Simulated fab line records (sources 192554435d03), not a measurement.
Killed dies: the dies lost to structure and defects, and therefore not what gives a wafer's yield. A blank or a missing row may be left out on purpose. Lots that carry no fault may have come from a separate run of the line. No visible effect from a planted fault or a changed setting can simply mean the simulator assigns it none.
Chamber matching | flow n5-finfet | N5_GATE_CUT_ETCH_19 on rie-diel-05 has 4 sister chambers
The step etches SiNx in CH3F/O2, target depth 53.7 nm, time 76.7 s. 4 wafers are shown with their chamber, then 10 later ones without.

## EACH WAFER AND ITS CHAMBER
wafer  | chamber | showerhead-plenum-p-Torr (Torr)
L084.4 | 2       | 2.02
L086.6 | 3       | 1.96
L090.3 | 1       | 2.06
L090.5 | 0       | 1.97

## WAFERS WITHOUT THEIR CHAMBER
wafer  | showerhead-plenum-p-Torr (Torr)
L090.6 | 1.96
L094.1 | 1.95
L094.2 | 2.01
L094.4 | 1.97
L095.1 | 2.01
L095.4 | 1.97
L095.5 | 1.95
L096.1 | 1.97
L096.2 | 2.06
L096.3 | 2.01

## THE CHAMBER EACH PASSED THROUGH
wafer  | from the rows above     | in truth
L090.6 | can't be placed: 3 or 0 | 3
L094.1 | can't be placed: 3 or 0 | 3
L094.2 | 2                       | 2
L094.4 | can't be placed: 0 or 3 | 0
L095.1 | 2                       | 2
L095.4 | can't be placed: 0 or 3 | 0
L095.5 | can't be placed: 3 or 0 | 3
L096.1 | can't be placed: 0 or 3 | 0
L096.2 | 1                       | 1
L096.3 | 2                       | 2
4 of 10 placed correctly. Not placeable from these rows: 6 (in 6, the candidates include the true chamber). Number placed wrongly: 0.
How it was worked out, from the rows above alone: a wafer's distance from a chamber is the root of the sum, over the readings, of the square of ((its reading less the chamber's mean) divided by the reading's scatter). If the next closest chamber is less than 2 further off than the closest, the wafer can't be placed; otherwise it belongs to the closest. A chamber's mean is the mean of its shown wafers. The scatter (one wafer shown for each chamber): square how far every hidden wafer sits from the nearest shown wafer, average those squares and take the square root.
